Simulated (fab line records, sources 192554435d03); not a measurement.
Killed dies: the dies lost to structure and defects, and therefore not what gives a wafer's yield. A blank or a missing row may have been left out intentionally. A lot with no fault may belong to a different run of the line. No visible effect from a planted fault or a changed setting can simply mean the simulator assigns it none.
fab line records | flow n5Finfet
record lots=9 wafers=27 lastDay=17
route steps=1938 shown MOL_CONTACT_COAG@574 BEOL_M4@1111 PASSIVATION@1936
lots that met no fault: from a run of the same line without faults
startH: hours from the record's first day to the start of the lot's first wafer shown | waitH: how many hours have passed since the lot's step before this one | " as in the row above | L1.1+2: one row covering several wafers at once | - no value, or no start given | * or withheld: withheld | < > ~ a bound
route shown NAME@n: a module of which the file shows steps, and the number in the route of the first | usual: mean and standard deviation over wafers with no fault | same: alike in all rows | chamber/n: place in a boat | sites: per-site readings | _std_site: how widely they spread, as a standard deviation | _edge_site: inner sites' mean taken away from outer sites' mean | radiusMm: for every site, how far away it sits from the centre of the wafer | mask NAME#n: copy n | behind: tool/chamber where the wafer was last shaped | hold: reason for holding the lot/hours on hold/outcome of the hold | device: names the non-switching transistor (n, p or np) | end of line: tests of these same wafers at the route's end | a step given without rows: its recipe and nothing more | killed: dies lost to structure and defects at the first sort, not the wafer's yield | map: shows each die of a wafer: x if killed, . if not, _ if none is there
set.NAME: the setting as run; set.NAME@STEP: as run at that earlier step | model.NAME: the simulator's own value behind a step, which no gauge read
the route's steps for a sample of lots (tables are steps, rows are wafers)
services: the hour from which a tool's chamber was out of use, counted from the record's first day as startH (under 0 if before that day), plus the number of hours and why
## steps
# step N5_MOL_CONTACT_COAG_OVL_MEAS_85
# recipe pointsPerWafer=522
# usual VG_OVL=-0.1/0.63
# columns lot.wafer tool chamber startH waitH VG_OVL[nm]
L228.4 overlay-02 0 129.85 0.0 -0.6
L228.5 " 0 " " 0.3
L228.6 " 0 " " -0.9
L232.1 overlay-01 0 151.50 0.0 0.2
L232.2 " 0 " " -0.6
L232.6 " 0 " " 0.1
L233.1 overlay-02 0 157.25 0.0 0.5
L233.2 " 0 " " 0.6
L233.4 " 0 " " -0.2
L235.1 overlay-01 0 169.29 0.0 -1.2
L235.3 " 0 " " -1.8
L235.4 " 0 " " -0.2
L236.3 overlay-01 0 178.19 0.0 -0.1
L236.5 " 0 " " 0.2
L236.6 " 0 " " -0.4
L238.1 overlay-01 0 195.10 0.0 0.2
L238.4 " 0 " " 1.0
L238.6 " 0 " " 0.5
L239.1 overlay-01 0 205.17 0.0 -0.8
L239.2 " 0 " " -0.3
L239.5 " 0 " " -0.3
L241.1 overlay-01 0 208.27 0.0 -0.4
L241.3 " 0 " " 0.0
L241.6 " 0 " " 0.7
L246.3 overlay-02 0 235.85 0.0 0.7
L246.4 " 0 " " 0.2
L246.6 " 0 " " 0.0
# step N5_MOL_CONTACT_COAG_ETCHBACK_135
# recipe chemistry=CHF3 target=SiO2 targetDepthA=250 timeS=16.7 ionEnergyEv=200 pressureMtorr=30 sourceW=610 biasW=170 Ar_flow_sccm=200 CHF3_flow_sccm=50
# usual CHF3_flow_sccm=50.03/0.14 drypumpMotorCurrentA=5.5/0.44 oesProductAu=0.82/0.091 rfFwdPowerW=597.9/2.6 rfVppV=525/6.6 showerheadPlenumPTorr=2.40/0.07 throttleValvePct=18.84/0.24
# columns lot.wafer tool chamber startH waitH CHF3_flow_sccm drypumpMotorCurrentA oesProductAu rfFwdPowerW rfHoursCounterH rfVppV showerheadPlenumPTorr throttleValvePct
L228.4 rieDiel-04 3 130.38 0.0 50.27 5.4 0.83 597.8 - 521 2.41 18.79
L228.5 " 0 " " 49.73 5.4 0.94 603.1 - 534 2.43 18.80
L228.6 " 2 " " 50.14 5.6 0.98 598.5 - 520 2.43 18.85
L232.1 rieDiel-02 2 152.25 0.0 50.07 5.0 0.72 596.1 170 518 2.28 19.06
L232.2 " 0 " " 50.02 5.6 0.75 598.7 167 517 2.38 19.04
L232.6 " 3 " " 49.97 4.9 0.74 594.3 - 532 2.39 18.74
L233.1 rieDiel-04 2 157.97 0.0 50.06 5.6 0.93 597.3 11 518 2.42 18.86
L233.2 " 1 " " 49.99 4.8 0.69 598.7 225 525 2.35 18.97
L233.4 " 0 " " 50.05 5.5 0.93 601.6 27 533 2.43 18.81
L235.1 rieDiel-04 3 170.29 0.0 50.04 5.4 0.82 593.2 86 516 2.41 18.78
L235.3 " 2 " " 50.05 5.6 0.92 595.5 16 520 2.42 18.88
L235.4 " 1 " " 50.14 4.7 0.69 601.2 228 525 2.35 18.97
L236.3 rieDiel-02 2 178.93 0.0 49.91 5.0 0.72 597.4 179 515 2.28 19.09
L236.5 " 1 " " 50.21 5.4 0.92 595.3 - 530 2.33 18.50
L236.6 " 2 " " 49.76 5.0 0.72 596.0 - 516 2.28 19.09
L238.1 rieDiel-04 1 196.31 0.0 49.99 4.7 0.69 596.4 238 525 2.35 19.00
L238.4 " 3 " " 50.21 5.4 0.81 596.6 95 517 2.40 18.83
L238.6 " 2 " " 49.90 5.6 0.91 596.4 - 520 2.42 18.88
L239.1 rieDiel-04 3 206.30 0.0 49.95 5.4 0.81 601.3 98 518 2.40 18.84
L239.2 " 2 " " 50.18 5.6 0.90 599.1 28 521 2.42 18.88
L239.5 " 2 " " 50.08 5.7 0.90 597.5 - 521 2.42 18.91
L241.1 rieDiel-04 2 208.84 0.0 50.06 5.7 0.89 594.3 29 520 2.42 18.89
L241.3 " 3 " " 50.30 5.4 0.80 597.4 98 518 2.40 18.83
L241.6 " 0 " " 49.88 5.5 0.89 603.4 - 533 2.42 18.85
L246.3 rieDiel-02 2 236.37 0.0 50.03 5.0 0.71 598.8 198 517 2.27 19.11
L246.4 " 3 " " 50.14 4.9 0.73 594.3 179 531 2.37 18.79
L246.6 " 2 " " 50.39 5.0 0.71 598.8 - 517 2.27 19.10
# step N5_MOL_CONTACT_COAG_VIA_ETCH_46
# recipe chemistry=C4F6/O2 targetDepthA=460 overetchA=92 maskMaterial=SOC target=SiO2 biasW=455 pressureMtorr=10 timeS=40 sourceW=325 Ar_flow_sccm=300 C4F6_flow_sccm=10 O2_flow_sccm=10 ionEnergyEv=575.3 ends=endPoint
# usual drypumpMotorCurrentA=5.5/0.44 oesProductAu=0.73/0.077 rfFwdPowerW=322.8/0.94 rfVppV=1590/18 showerheadPlenumPTorr=2.86/0.082 throttleValvePct=41.04/0.27
# columns lot.wafer tool chamber startH waitH drypumpMotorCurrentA oesProductAu rfFwdPowerW rfHoursCounterH rfVppV showerheadPlenumPTorr throttleValvePct
L228.4 rieDiel-04 3 130.43 0.0 5.4 0.75 322.5 - 1570 2.88 41.10
L228.5 " 0 " " 5.5 0.83 323.9 - 1614 2.90 41.04
L228.6 " 2 " " 5.6 0.89 323.2 - 1577 2.89 41.17
L232.1 rieDiel-02 2 152.29 0.0 5.0 0.65 322.8 170 1567 2.73 41.53
L232.2 " 0 " " 5.6 0.68 324.6 167 1572 2.84 41.17
L232.6 " 3 " " 4.9 0.67 323.8 - 1608 2.85 41.00
L233.1 rieDiel-04 2 158.00 0.0 5.6 0.83 321.3 11 1576 2.89 41.16
L233.2 " 1 " " 4.8 0.63 324.0 225 1589 2.81 41.06
L233.4 " 0 " " 5.5 0.82 323.9 27 1614 2.90 41.07
L235.1 rieDiel-04 3 170.32 0.0 5.4 0.73 321.4 86 1570 2.87 41.12
L235.3 " 2 " " 5.6 0.82 321.1 16 1577 2.89 41.16
L235.4 " 1 " " 4.8 0.63 323.6 228 1591 2.80 41.06
L236.3 rieDiel-02 2 178.96 0.0 5.0 0.65 323.7 179 1567 2.72 41.52
L236.5 " 1 " " 5.4 0.83 322.1 - 1602 2.79 40.56
L236.6 " 2 " " 5.0 0.65 323.4 - 1567 2.72 41.53
L238.1 rieDiel-04 1 196.34 0.0 4.8 0.62 322.7 238 1589 2.80 41.06
L238.4 " 3 " " 5.4 0.72 322.3 95 1571 2.87 41.13
L238.6 " 2 " " 5.6 0.81 324.7 - 1576 2.88 41.19
L239.1 rieDiel-04 3 206.33 0.0 5.4 0.71 321.0 98 1570 2.87 41.11
L239.2 " 2 " " 5.7 0.78 322.4 28 1576 2.88 41.17
L239.5 " 2 " " 5.7 0.79 321.9 - 1575 2.88 41.16
L241.1 rieDiel-04 2 208.88 0.0 5.7 0.79 321.6 29 1578 2.88 41.17
L241.3 " 3 " " 5.4 0.72 324.2 98 1569 2.87 41.12
L241.6 " 0 " " 5.5 0.78 322.3 - 1613 2.89 41.05
L246.3 rieDiel-02 2 236.40 0.0 5.0 0.63 322.8 198 1565 2.71 41.54
L246.4 " 3 " " 4.9 0.65 321.6 179 1608 2.84 41.00
L246.6 " 2 " " 5.0 0.63 322.0 - 1566 2.71 41.56
# step N5_MOL_CONTACT_COAG_COAT_34
# recipe resist=CAR-EUV spinRpm=1500 resistThkNm=40
# usual spinSpeedRpm=1500.2/0.76
# columns lot.wafer tool chamber startH waitH spinSpeedRpm
L228.4 lithoTrack-03 0 130.78 - 1501.1
L228.5 " 0 " " 1501.2
L228.6 " 0 " " 1501.7
L232.1 lithoTrack-01 0 152.66 - 1500.5
L232.2 " 0 " " 1499.7
L232.6 " 0 " " 1499.1
L233.1 lithoTrack-01 0 158.39 - 1502.0
L233.2 " 0 " " 1500.7
L233.4 " 0 " " 1500.7
L235.1 lithoTrack-02 0 170.70 - 1500.2
L235.3 " 0 " " 1499.9
L235.4 " 0 " " 1499.3
L236.3 lithoTrack-02 0 179.34 - 1499.3
L236.5 " 0 " " 1500.2
L236.6 " 0 " " 1500.2
L238.1 lithoTrack-02 0 197.05 - 1428.5
L238.4 " 0 " " 1430.8
L238.6 " 0 " " 1430.4
L239.1 lithoTrack-02 0 206.71 - 1430.1
L239.2 " 0 " " 1429.4
L239.5 " 0 " " 1427.7
L241.1 lithoTrack-01 0 209.25 - 1499.2
L241.3 " 0 " " 1498.6
L241.6 " 0 " " 1501.5
L246.3 lithoTrack-03 0 236.78 - 1501.8
L246.4 " 0 " " 1500.1
L246.6 " 0 " " 1500.0
# step N5_BEOL_M4_RC_MEAS_101
# usual DIBL_N=36.4/1.5 DIBL_P=36.4/1.6 IOFF_N=0.164/0.025 IOFF_P=0.214/0.028 ION_N=675/9.9 ION_P=463/6.5 SS_N=71.5/0.5 SS_P=73.3/0.56 VT_N=249.2/2.7 VT_P=-250.1/2.8
# columns lot.wafer tool chamber startH waitH DIBL_N[mV/V] DIBL_P[mV/V] IOFF_N[nA/um] IOFF_P[nA/um] ION_N[uA/um] ION_P[uA/um] SS_N[mV/dec] SS_P[mV/dec] VT_N[mV] VT_P[mV]
L228.4 prober-01 0 195.83 0.5 36.7 33.8 0.152 0.187 670 459 71.3 72.3 250.7 -252.1
L228.5 " 0 " " 38.0 35.8 0.176 0.214 691 470 71.4 74.1 247.4 -250.6
L228.6 " 0 " " 37.8 35.7 0.173 0.210 678 457 72.0 73.6 246.8 -251.4
L232.1 prober-01 0 216.73 0.4 38.2 35.8 0.172 0.221 674 459 72.2 73.0 249.4 -249.3
L232.2 " 0 " " 38.7 36.1 0.184 0.239 681 470 72.0 73.4 246.6 -247.6
L232.6 " 0 " " 38.6 36.6 0.187 0.254 675 465 71.8 73.6 245.5 -248.3
L233.1 prober-01 0 219.04 0.0 36.6 35.7 0.166 0.235 669 464 70.9 73.8 247.2 -249.2
L233.2 " 0 " " 36.8 35.6 0.178 0.235 674 465 71.5 73.2 247.5 -249.1
L233.4 " 0 " " 37.5 36.3 0.184 0.242 681 456 72.0 73.2 246.3 -250.3
L235.1 prober-01 0 241.19 0.0 35.4 35.4 0.137 0.176 668 456 70.9 72.5 254.7 -254.9
L235.3 " 0 " " 33.9 34.3 0.121 0.169 661 455 70.4 73.0 255.1 -252.1
L235.4 " 0 " " 36.6 37.4 0.166 0.209 668 452 71.3 73.3 247.1 -252.9
L236.3 prober-01 0 244.56 0.5 31.7 32.8 0.103 0.155 652 451 70.7 71.8 256.0 -251.5
L236.5 " 0 " " 33.6 35.4 0.128 0.193 664 465 70.8 72.8 252.9 -250.6
L236.6 " 0 " " 34.8 36.4 0.140 0.198 672 470 70.8 73.1 250.1 -249.8
L238.1 prober-02 0 264.94 0.0 35.4 33.4 0.136 0.170 675 462 71.7 72.2 252.1 -252.7
L238.4 " 0 " " 35.3 34.4 0.144 0.180 672 458 71.2 72.3 252.8 -253.9
L238.6 " 0 " " 36.4 35.1 0.163 0.200 685 472 71.6 72.8 251.1 -253.5
L239.1 prober-02 0 269.79 0.4 36.1 35.7 0.175 0.209 686 466 71.6 72.9 244.6 -251.3
L239.2 " 0 " " 34.7 34.1 0.146 0.191 675 464 71.5 72.1 250.2 -250.9
L239.5 " 0 " " 36.1 36.0 0.174 0.210 682 459 71.4 73.4 249.9 -251.5
L241.1 prober-02 0 276.77 0.0 36.6 36.1 0.169 0.222 680 464 72.2 74.0 246.4 -247.6
L241.3 " 0 " " 37.7 37.9 0.189 0.250 681 469 71.9 73.8 244.4 -248.1
L241.6 " 0 " " 36.6 36.4 0.160 0.222 669 469 72.1 74.0 248.8 -249.1
L246.3 prober-02 0 303.39 0.3 37.4 37.1 0.184 0.225 675 464 71.4 73.8 246.9 -250.5
L246.4 " 0 " " 36.6 36.1 0.164 0.212 674 457 71.6 73.7 251.0 -251.4
L246.6 " 0 " " 37.8 36.8 0.174 0.218 678 459 71.2 74.1 249.6 -249.9
# step N5_PASSIVATION_PROBE_49
# usual defectLimitedYield=91.1/1.4 killed_at_M0_to_M3=35/8.7 killed_at_M4_up=14/5.3 killedAtContacts=12/6.2 killedAtFrontEnd=41/12 killedAtOther=3.4/2.6 killedDies=105/16 killedOpen=67/13 killedShort=36/7.3 sort_bin_5_function=5.2/0.96 sort_bin_6_memory=3.3/0.6 sortNPass=1075/16 sortYieldPct=91.1/1.4
# same grossDies=1180 killedAtBackSide=0 sort_bin_4_leakage[%]=0 sort_bin_8_speed[%]=0
# columns lot.wafer tool chamber startH waitH defectLimitedYield[%] killed_at_M0_to_M3 killed_at_M4_up killedAtContacts killedAtFrontEnd killedAtOther killedDies killedOpen killedShort sort_bin_5_function[%] sort_bin_6_memory[%] sortNPass sortYieldPct[%]
L233.1 prober-02 - 321.42 0.0 92.9 17 16 9 41 1 84 50 33 4.1 2.9 1096 92.9
L233.2 prober-02 - 321.47 0.1 91.9 36 6 11 42 0 95 57 38 4.4 3.3 1085 91.9
L233.4 prober-02 - 321.57 0.2 91.4 35 9 5 49 4 102 69 32 5.1 3.1 1078 91.4
L239.1 prober-02 - 364.91 0.0 88.3 33 12 19 70 4 138 93 44 6.3 4.7 1042 88.3
L239.2 prober-02 - 364.96 0.1 87.9 46 11 36 45 5 143 96 47 6.9 4.6 1037 87.9
L239.5 prober-02 - 365.11 0.2 91.4 32 19 19 26 6 102 73 27 4.9 3.5 1078 91.4
L238.1 prober-02 - 368.30 0.0 90.6 34 15 16 44 2 111 79 31 5.7 3.3 1069 90.6
L238.4 prober-02 - 368.45 0.2 91.8 35 14 9 39 0 97 53 43 5.3 2.7 1083 91.8
L238.6 prober-02 - 368.55 0.3 91.7 23 26 9 37 3 98 66 29 5.0 2.9 1082 91.7
# killed by level:class
L233.1 STI_FIN_REVEAL:geometricParticle:open=14 FIN_SAQP:geometricParticle:short=8 MOL_CONTACT_COAG:geometricParticle:open=6 BEOL_M0_SAQP:geometricParticle:short=6 BEOL_M4:geometricParticle:open=5 FIN_SAQP:geometricParticle:open=4 DUMMY_GATE:geometricParticle:open=4 BEOL_M0_SAQP:geometricParticle:open=4
L233.2 BEOL_M0_SAQP:geometricParticle:open=12 FIN_SAQP:geometricParticle:short=11 STI_FIN_REVEAL:geometricParticle:open=8 MOL_CONTACT_COAG:geometricParticle:open=7 ILD0:geometricParticle:short=6 BEOL_M0_SAQP:geometricParticle:short=6 BEOL_M1:geometricParticle:open=6 GATE_CUT:geometricParticle:short=5
L233.4 STI_FIN_REVEAL:geometricParticle:open=16 BEOL_M1:geometricParticle:open=9 FIN_SAQP:geometricParticle:short=8 BEOL_M0_SAQP:geometricParticle:open=8 FIN_SAQP:geometricParticle:open=6 BEOL_M0_SAQP:geometricParticle:short=6 BEOL_M2:geometricParticle:open=6 DUMMY_GATE:geometricParticle:open=5
L239.1 FIN_SAQP:geometricParticle:open=33 MOL_CONTACT_COAG:geometricParticle:open=19 FIN_SAQP:geometricParticle:short=18 BEOL_M1:geometricParticle:open=12 BEOL_M0_SAQP:geometricParticle:short=5 GATE_CUT:geometricParticle:short=5 BEOL_M0_SAQP:geometricParticle:open=5 BEOL_M1:geometricParticle:short=4
L239.2 MOL_CONTACT_COAG:geometricParticle:open=28 FIN_SAQP:geometricParticle:open=22 FIN_SAQP:geometricParticle:short=13 BEOL_M1:geometricParticle:open=12 BEOL_M0_SAQP:geometricParticle:short=9 BEOL_M2:geometricParticle:open=8 MOL_CONTACT_COAG:geometricParticle:short=8 BEOL_M3:geometricParticle:open=7
L239.5 MOL_CONTACT_COAG:geometricParticle:open=17 FIN_SAQP:geometricParticle:short=11 BEOL_M0_SAQP:geometricParticle:open=8 BEOL_M1:geometricParticle:open=8 BEOL_M4:geometricParticle:open=7 FIN_SAQP:geometricParticle:open=5 BEOL_M0_SAQP:geometricParticle:short=5 BEOL_M2:geometricParticle:open=4
L238.1 MOL_CONTACT_COAG:geometricParticle:open=16 STI_FIN_REVEAL:geometricParticle:open=12 BEOL_M3:geometricParticle:open=11 FIN_SAQP:geometricParticle:short=6 BEOL_M0_SAQP:geometricParticle:short=6 FIN_SAQP:geometricParticle:open=5 BEOL_M4:geometricParticle:open=5 GATE_CUT:geometricParticle:open=5
L238.4 BEOL_M0_SAQP:geometricParticle:short=10 BEOL_M4:geometricParticle:open=10 BEOL_M3:geometricParticle:short=9 BEOL_M0_SAQP:geometricParticle:open=8 STI_FIN_REVEAL:geometricParticle:open=7 MOL_CONTACT_COAG:geometricParticle:open=5 FIN_SAQP:geometricParticle:short=4 DUMMY_GATE:geometricParticle:open=4
L238.6 BEOL_M4:geometricParticle:open=14 STI_FIN_REVEAL:geometricParticle:open=8 MOL_CONTACT_COAG:geometricParticle:open=7 BEOL_M3:geometricParticle:open=6 BEOL_M0:geometricParticle:open=6 DUMMY_GATE:geometricParticle:open=5 FIN_SAQP:geometricParticle:short=4 GATE_CUT:geometricParticle:short=4
## services
# columns tool chamber startH hours kind
rieDiel-04 2 110.93 - clean
rieDiel-04 2 110.93 - consumableReplace:focusRing
rieDiel-04 2 110.93 15.2 scheduledDown
rieDiel-04 2 110.93 15.2 ventCycle
rieDiel-02 1 119.95 - clean
rieDiel-02 1 119.95 - consumableReplace:focusRing
rieDiel-02 1 119.95 15.3 scheduledDown
rieDiel-02 1 119.95 15.3 ventCycle
rieDiel-04 1 120.61 9.8 repair
rieDiel-02 0 180.49 4.4 repair
rieDiel-02 - 220.78 2.3 repair
rieDiel-04 1 229.53 - clean
rieDiel-04 1 229.53 - consumableReplace:focusRing
rieDiel-04 1 229.53 26.2 scheduledDown
rieDiel-04 1 229.53 26.2 ventCycle
## key
firstSign step=N5_MOL_CONTACT_COAG_COAT_34 reading=spinSpeedRpm direction=down sigmas=93 usual=* struck=*
effect none on later readings
metAt N5_MOL_CONTACT_COAG_COAT_34
struckLots L238,L239
notActingAt N5_MOL_CONTACT_COAG_OVL_MEAS_85,N5_MOL_CONTACT_COAG_ETCHBACK_135,N5_MOL_CONTACT_COAG_VIA_ETCH_46
onsetBetween 179.34 197.05
fault kind=processParameterDrift tool=lithoTrack-02 chamber=- onsetH=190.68 steps=N5_MOL_CONTACT_COAG_COAT_34 channel=spinRpm offset=* shape=step endH=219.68 actsIn=* stated=*
